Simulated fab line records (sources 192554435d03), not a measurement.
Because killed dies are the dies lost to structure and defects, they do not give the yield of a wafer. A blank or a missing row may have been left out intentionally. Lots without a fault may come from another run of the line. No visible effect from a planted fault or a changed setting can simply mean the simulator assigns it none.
fab line records	flow n5-finfet
[record] lots = 7	wafers = 39
route steps=1938 shown FIN_SAQP@108 FIN_CUT@176 DUMMY_GATE@237
start-h: hours from the record's first day to the start of the lot's first wafer shown	wait-h: how many hours have passed since the lot's step before this one	" repeats the value in the row above	L1.1+2: several wafers, shown together as one row	- no value present, or no start provided	* or withheld: withheld	< > ~ a bound
route shown NAME@n: NAME is a module with steps in the file, n the number in the route of the first one	usual: mean and standard deviation over wafers with no fault	same: alike in all rows	chamber/n: place in a boat	sites: readings site by site	_std_site: the values' standard deviation	_edge_site: outer sites' mean less inner sites'	radius-mm: how far each site lies from the wafer's centre	mask NAME#n: copy n	behind: the tool/chamber that last shaped the wafer	hold: cause of the lot's hold/its duration in hours/its outcome	device: names the non-switching transistor (n, p or np)	end of line: tests of these same wafers at the route's end	for a step that has no rows: nothing shown but its recipe	killed: the dies lost at the first sort to structure and to defects; this is not the yield of the wafer	map: the dies of a wafer, with x for killed, . for not killed, _ for no die there
set.NAME: the setting that was run; set.NAME@STEP: the one run at that earlier step	model.NAME: the simulator's own value behind a step, which no gauge read
one table per step and one row per wafer, for lots whose settings were changed on purpose
[[steps]]
[step N5_FIN_SAQP_EXPOSE_13]
[recipe] mask-id = FIN_CORE	na = 1.35	source-shape = dipole	sigma-inner = 0.538	sigma-outer = 0.738	polarization = te	target-cd-nm = 35.6	dose-mj = 63.25
lot.wafer	tool	chamber	start-h	wait-h	mask	set.dose-mj
L076.1+2+4	arfi-scanner-03	0	33.68	-	FIN_CORE#0	61.05
L076.3+5+6	"	0	"	"	FIN_CORE#0	63.25
L077.1+3+4	arfi-scanner-01	0	40.64	-	FIN_CORE#0	63.25
L082.1+2+3+4+5+6	arfi-scanner-03	0	70.17	-	FIN_CORE#0	63.25
L084.1+3+6	arfi-scanner-03	0	82.35	-	FIN_CORE#0	59.54
L084.2+4+5	"	0	"	"	FIN_CORE#0	63.25
L088.1+2+6	arfi-scanner-01	0	106.22	-	FIN_CORE#0	66.35
L088.3+4+5	"	0	"	"	FIN_CORE#0	63.25
L091.1+4+5	arfi-scanner-03	0	124.08	-	FIN_CORE#0	67.33
L091.2+3+6	"	0	"	"	FIN_CORE#0	63.25
L095.1+2+3+4+5+6	arfi-scanner-01	0	149.16	-	FIN_CORE#0	63.25
[step N5_FIN_SAQP_PEB_14]
[recipe] peb-temp-c = withheld	peb-time-s = 60	resist = CAR-ArF
[step N5_FIN_SAQP_DEVELOP_15]
[recipe] develop-time-s = 30	developer = TMAH	resist = CAR-ArF	dev-temp-c = 23	rinse-liquid = diw	dry = air-spin
[step N5_FIN_SAQP_CD_MEAS_16]
[recipe] target-cd-nm = 35.6	landing-energy-ev = 500	detector = se-inlens
[usual] cd-nm = 35.59/0.25
lot.wafer	tool	chamber	start-h	wait-h	set.dose-mj@FIN_SAQP_EXPOSE_13	cd-nm
L076.1	cd-sem-01	0	33.80	-	61.05	36.33
L076.2	"	0	"	"	61.05	36.56
L076.3	"	0	"	"	63.25	35.06
L076.4	"	0	"	"	61.05	36.62
L076.5	"	0	"	"	63.25	35.56
L076.6	"	0	"	"	63.25	35.49
L077.1	cd-sem-02	0	40.77	-	63.25	35.30
L077.3	"	0	"	"	63.25	35.55
L077.4	"	0	"	"	63.25	34.82
L082.1	cd-sem-01	0	70.30	-	63.25	35.71
L082.2	"	0	"	"	63.25	35.90
L082.3	"	0	"	"	63.25	35.89
L082.4	"	0	"	"	63.25	35.87
L082.5	"	0	"	"	63.25	35.75
L082.6	"	0	"	"	63.25	35.52
L084.1	cd-sem-02	0	82.47	-	59.54	36.98
L084.2	"	0	"	"	63.25	35.37
L084.3	"	0	"	"	59.54	37.31
L084.4	"	0	"	"	63.25	35.16
L084.5	"	0	"	"	63.25	35.72
L084.6	"	0	"	"	59.54	37.37
L088.1	cd-sem-01	0	106.34	-	66.35	34.18
L088.2	"	0	"	"	66.35	34.04
L088.3	"	0	"	"	63.25	35.61
L088.4	"	0	"	"	63.25	35.24
L088.5	"	0	"	"	63.25	35.37
L088.6	"	0	"	"	66.35	34.40
L091.1	cd-sem-01	0	124.20	-	67.33	33.85
L091.2	"	0	"	"	63.25	36.01
L091.3	"	0	"	"	63.25	35.59
L091.4	"	0	"	"	67.33	33.68
L091.5	"	0	"	"	67.33	34.28
L091.6	"	0	"	"	63.25	35.72
L095.1	cd-sem-02	0	149.29	-	63.25	35.65
L095.2	"	0	"	"	63.25	35.46
L095.3	"	0	"	"	63.25	35.21
L095.4	"	0	"	"	63.25	35.41
L095.5	"	0	"	"	63.25	35.39
L095.6	"	0	"	"	63.25	35.26
[step N5_FIN_SAQP_MANDREL_ETCH_22]
[recipe] target-depth-a = 600	chemistry = HBr/Cl2	target = a-Si	stop-on = SiNx	bt-time-s = 10	over-etch-frac = 0.5	time-s = 30	pressure-mtorr = 10	icp-w = 800	bias-w = 75	HBr_flow_sccm = 150	Cl2_flow_sccm = 80	ends = end-point
[usual] oes-product-au = 0.776/0.013
lot.wafer	tool	chamber	start-h	wait-h	set.target-depth-a	oes-product-au	model.SOC_of_FIN_SAQP_COAT_49.thk-nm	model.SiNx_of_FIN_SAQP_PECVD_48.thk-nm
L076.1	rie-si-01	1	34.44	0.0	600	0.763	75.94	24.95
L076.2	"	3	"	"	672	0.726	72.57	23.09
L076.3	"	2	"	"	672	0.720	73.3	22.67
L076.4	"	0	"	"	600	0.792	75.67	25.22
L076.5	"	1	"	"	600	0.780	75.8	24.88
L076.6	"	0	"	"	672	0.744	72.99	23.73
L077.1	rie-si-01	1	41.16	0.0	600	0.753	76.03	24.71
L077.3	"	2	"	"	600	0.775	76.02	24.68
L077.4	"	3	"	"	600	0.780	75.22	24.92
L082.1	rie-si-03	1	70.68	0.0	600	0.782	76.49	24.58
L082.2	"	2	"	"	641	0.734	74.5	23.99
L082.3	"	0	"	"	641	0.726	75.14	24.2
L082.4	"	3	"	"	600	0.805	75.87	25.49
L082.5	"	1	"	"	600	0.791	76.43	25.24
L082.6	"	2	"	"	641	0.727	74.17	24.55
L084.1	rie-si-04	0	82.87	0.0	662.3	0.735	73.89	23.2
L084.2	"	2	"	"	662.3	0.730	73.44	23.18
L084.3	"	3	"	"	600	0.784	75.77	24.61
L084.4	"	1	"	"	600	0.792	76.48	25.18
L084.5	"	1	"	"	662.3	0.750	73.79	23.78
L084.6	"	0	"	"	600	0.790	75.86	25.32
L088.1	rie-si-01	1	106.72	0.0	600	0.759	75.66	25.03
L088.2	"	3	"	"	600	0.772	75.91	24.89
L088.3	"	0	"	"	655.4	0.741	73.42	23.66
L088.4	"	2	"	"	600	0.773	76.06	25.36
L088.5	"	2	"	"	655.4	0.740	73.93	23.94
L088.6	"	1	"	"	655.4	0.730	73.94	24.42
L091.1	rie-si-01	1	124.58	0.0	642.7	0.728	75.14	23.57
L091.2	"	3	"	"	600	0.772	76.48	25.01
L091.3	"	0	"	"	642.7	0.755	75.01	24.07
L091.4	"	2	"	"	642.7	0.748	75.16	23.91
L091.5	"	1	"	"	600	0.765	76.68	25.55
L091.6	"	0	"	"	600	0.781	76.75	25.32
L095.1	rie-si-01	2	149.72	0.0	600	0.769	76.01	24.46
L095.2	"	0	"	"	600	0.783	75.85	24.46
L095.3	"	3	"	"	600	0.769	75.57	24.62
L095.4	"	1	"	"	600	0.770	76.03	24.95
L095.5	"	1	"	"	600	0.770	76.15	25.03
L095.6	"	2	"	"	600	0.776	76.44	25
[step N5_FIN_SAQP_STRIP_55]
[recipe] chemistry = N2/H2	power-w = 500	temp-c = 40	pressure-mtorr = 50	rf-frequency-hz = 6e+07	overash-fraction = 0.3	bias-power-w = 28	h2-frac = 0.5	n2-flow-sccm = 300	h2-flow-sccm = 300
[step N5_FIN_SAQP_STRIP_23]
[recipe] chemistry = SPM	time-s = 750	temp-c = 130	h2so4-h2o2-vol-ratio = 4
[step N5_FIN_SAQP_MANDREL1_REMOVE_56]
[recipe] chemistry = HBr/Cl2/O2	bt-time-s = 10	target = a-Si	stop-on = SiNx	endpoint = OES-SiCl	over-etch-frac = 1	icp-w = 600	bias-w = 22	HBr_flow_sccm = 150	Cl2_flow_sccm = 80	O2_flow_sccm = 5	pressure-mtorr = 10
[step N5_FIN_SAQP_ETCH_57]
[recipe] chemistry = CH3F/O2	target = SiNx	mask-material = SiO2	target-depth-a = 325	time-s = 46.4	pressure-mtorr = 30	source-w = 395	bias-w = 73	Ar_flow_sccm = 150	CH3F_flow_sccm = 30	O2_flow_sccm = 20	ion-energy-ev = 120	ends = cleared
lot.wafer	tool	chamber	start-h	wait-h	set.target-depth-a@FIN_SAQP_MANDREL_ETCH_22	model.etch.depth-nm
L076.1	rie-diel-02	0	36.40	0.0	600	24.95
L076.2	"	3	"	"	672	23.09
L076.3	"	2	"	"	672	22.67
L076.4	"	1	"	"	600	25.22
L076.5	"	1	"	"	600	24.88
L076.6	"	2	"	"	672	23.73
L077.1	rie-diel-05	3	42.96	0.0	600	24.71
L077.3	"	0	"	"	600	24.68
L077.4	"	2	"	"	600	24.92
L082.1	rie-diel-05	0	73.49	0.0	600	24.58
L082.2	"	1	"	"	641	23.99
L082.3	"	2	"	"	641	24.2
L082.4	"	3	"	"	600	25.49
L082.5	"	3	"	"	600	25.24
L082.6	"	0	"	"	641	24.55
L084.1	rie-diel-05	3	84.96	0.4	662.3	23.2
L084.2	"	1	"	"	662.3	23.18
L084.3	"	0	"	"	600	24.61
L084.4	"	2	"	"	600	25.18
L084.5	"	3	"	"	662.3	23.78
L084.6	"	2	"	"	600	25.32
L088.1	rie-diel-02	3	108.55	0.0	600	25.03
L088.2	"	0	"	"	600	24.89
L088.3	"	1	"	"	655.4	23.66
L088.4	"	2	"	"	600	25.36
L088.5	"	0	"	"	655.4	23.94
L088.6	"	3	"	"	655.4	24.42
L091.1	rie-diel-05	1	126.92	0.3	642.7	23.57
L091.2	"	3	"	"	600	25.01
L091.3	"	0	"	"	642.7	24.07
L091.4	"	1	"	"	642.7	23.91
L091.5	"	0	"	"	600	25.55
L091.6	"	3	"	"	600	25.32
L095.1+2	rie-diel-05	0,1	151.99	0.1	600	24.46
L095.3	"	3	"	"	600	24.62
L095.4	"	3	"	"	600	24.95
L095.5	"	0	"	"	600	25.03
L095.6	"	1	"	"	600	25
[step N5_FIN_CUT_CUT_ETCH_15]
[recipe] chemistry = HBr/Cl2/O2	target = Si	target-depth-a = 1000	bt-time-s = 10	mask-material = SOC	time-s = 42.4	ion-energy-ev = *	bias-w = *	pressure-mtorr = 10	icp-w = 800	HBr_flow_sccm = 150	Cl2_flow_sccm = 80	O2_flow_sccm = 12
lot.wafer	tool	chamber	start-h	wait-h	set.time-s	model.FIN_CUT.feature-depth-nm	model.etch.depth-nm	model.SOC_of_FIN_CUT_COAT_18.thk-nm
L076.1	rie-si-05	1	39.70	0.1	42.4	98.4	98.38	171.4
L076.2	"	2	"	"	42.4	97.8	97.74	171
L076.3	"	0	"	"	42.4	99	98.9	171.2
L076.4	"	3	"	"	36.15	84.4	84.37	176.2
L076.5	"	3	"	"	36.15	84.8	84.7	176.4
L076.6	"	0	"	"	36.15	83.6	83.66	177.2
L077.1	rie-si-02	2	46.96	0.1	42.4	101.4	101.5	170.2
L077.3	"	3	"	"	42.4	100.2	100.2	169.6
L077.4	"	0	"	"	42.4	101.6	101.6	169.6
L082.1	rie-si-05	0	77.38	0.1	37.15	87.8	87.73	174.4
L082.2	"	3	"	"	37.15	88	88	173.8
L082.3	"	2	"	"	42.4	99.2	99.12	169.8
L082.4	"	1	"	"	42.4	101.2	101.2	169
L082.5	"	0	"	"	37.15	88.4	88.42	174
L082.6	"	1	"	"	42.4	100.4	100.5	169.6
L084.1	rie-si-02	1	89.26	0.1	42.4	102.6	102.6	167.8
L084.2	"	0	"	"	42.4	102.6	102.5	168.4
L084.3	"	3	"	"	50.99	121	121.1	160.2
L084.4	"	1	"	"	50.99	122.6	122.6	161.4
L084.5	"	3	"	"	50.99	121.4	121.3	160.6
L084.6	"	0	"	"	42.4	102	102.1	168.2
L088.1	rie-si-02	1	111.81	0.1	42.4	100.8	100.8	169.6
L088.2	"	3	"	"	35.44	82.8	82.88	176.6
L088.3	"	0	"	"	42.4	100.8	100.7	169
L088.4	"	2	"	"	42.4	98.8	98.76	171.2
L088.5	"	0	"	"	35.44	84.2	84.18	175.8
L088.6	"	3	"	"	35.44	83	82.91	176.4
L091.1	rie-si-02	2	130.06	0.1	47.24	112.4	112.5	166
L091.2	"	3	"	"	42.4	100.8	100.7	170
L091.3	"	1	"	"	47.24	111.6	111.7	165.2
L091.4	"	0	"	"	42.4	100.8	100.8	169
L091.5	"	0	"	"	42.4	101.6	101.7	169.4
L091.6	"	3	"	"	47.24	112	112	165.2
L095.1	rie-si-02	2	155.97	0.1	42.4	99.8	99.72	169.8
L095.2	"	3	"	"	38.43	90.4	90.31	173.6
L095.3	"	1	"	"	38.43	90.4	90.47	173.2
L095.4	"	0	"	"	38.43	91.6	91.64	174
L095.5	"	0	"	"	42.4	101.2	101.3	169.6
L095.6	"	1	"	"	42.4	100.6	100.5	169.6
[step N5_DUMMY_GATE_ETCH_37]
[recipe] chemistry = N2/H2	target = SOC	target-depth-a = 600	overetch-a = 300	temp-c = 40	ion-energy-ev = 200	pressure-mtorr = 30	source-w = 840	bias-w = 150	n2-flow-sccm = 200	h2-flow-sccm = 200
[usual] rf-vpp-V = 523.6/2.9
lot.wafer	tool	chamber	start-h	wait-h	set.source-w	rf-vpp-V
L076.1	rie-diel-03	2	60.20	0.0	992.1	495.0
L076.2	"	3	"	"	840	519.8
L076.3	"	1	"	"	992.1	498.0
L076.4	"	0	"	"	840	522.3
L076.5	"	3	"	"	840	520.5
L076.6	"	2	"	"	992.1	496.2
L077.1	rie-diel-03	1	65.38	0.0	840	526.8
L077.3	"	3	"	"	840	520.0
L077.4	"	2	"	"	840	523.9
L082.1	rie-diel-01	2	96.90	0.0	734.2	546.7
L082.2	"	1	"	"	840	525.6
L082.3	"	3	"	"	840	522.2
L082.4	"	3	"	"	734.2	544.9
L082.5	"	2	"	"	840	523.2
L082.6	"	1	"	"	734.2	549.3
L084.1	rie-diel-01	3	112.31	0.0	840	520.7
L084.2	"	1	"	"	840	526.6
L084.3	"	2	"	"	840	523.9
L084.4	"	2	"	"	840	523.5
L084.5	"	1	"	"	840	525.3
L084.6	"	3	"	"	840	521.6
L088.1	rie-diel-04	3	130.82	0.0	840	520.3
L088.2	"	0	"	"	915.8	511.8
L088.3	"	1	"	"	915.8	510.1
L088.4	"	1	"	"	915.8	510.9
L088.5	"	0	"	"	840	527.5
L088.6	"	3	"	"	840	520.4
L091.1	rie-diel-04	1	148.03	0.0	840	525.5
L091.2	"	3	"	"	840	520.3
L091.3	"	0	"	"	840	526.9
L091.4	"	1	"	"	960.2	502.6
L091.5	"	0	"	"	960.2	503.3
L091.6	"	3	"	"	960.2	497.2
L095.1	rie-diel-04	2	177.04	0.0	840	523.6
L095.2	"	0	"	"	930.4	509.3
L095.3	"	3	"	"	840	519.5
L095.4	"	1	"	"	930.4	507.8
L095.5	"	1	"	"	840	526.1
L095.6	"	0	"	"	930.4	508.9
[[key]]
[split] step = N5_FIN_SAQP_EXPOSE_13	setting = dose-mj	stated = 63.25	by = wafer
[response] step = N5_FIN_SAQP_CD_MEAS_16	reading = cd-nm	change = -0.287	per = 1%	r = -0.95
[split] step = N5_FIN_SAQP_MANDREL_ETCH_22	setting = target-depth-a	stated = 600	by = wafer
[response] step = N5_FIN_SAQP_MANDREL_ETCH_22	reading = oes-product-au	change = -0.00468	per = 1%	r = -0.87
[response] step = N5_FIN_SAQP_MANDREL_ETCH_22	reading = model.SOC_of_FIN_SAQP_COAT_49.thk-nm	change = -0.231	per = 1%	r = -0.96
[response] step = N5_FIN_SAQP_MANDREL_ETCH_22	reading = model.SiNx_of_FIN_SAQP_PECVD_48.thk-nm	change = -0.151	per = 1%	r = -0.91
[response] step = N5_FIN_SAQP_ETCH_57	reading = model.etch.depth-nm	change = -0.151	per = 1%	r = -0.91
[split] step = N5_FIN_CUT_CUT_ETCH_15	setting = time-s	stated = 42.4	by = wafer
[response] step = N5_FIN_CUT_CUT_ETCH_15	reading = model.FIN_CUT.feature-depth-nm	change = +0.979	per = 1%	r = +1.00
[response] step = N5_FIN_CUT_CUT_ETCH_15	reading = model.etch.depth-nm	change = +0.978	per = 1%	r = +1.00
[response] step = N5_FIN_CUT_CUT_ETCH_15	reading = model.SOC_of_FIN_CUT_COAT_18.thk-nm	change = -0.373	per = 1%	r = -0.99
[split] step = N5_DUMMY_GATE_ETCH_37	setting = source-w	stated = 840	by = wafer
[response] step = N5_DUMMY_GATE_ETCH_37	reading = rf-vpp-V	change = -1.5	per = 1%	r = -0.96
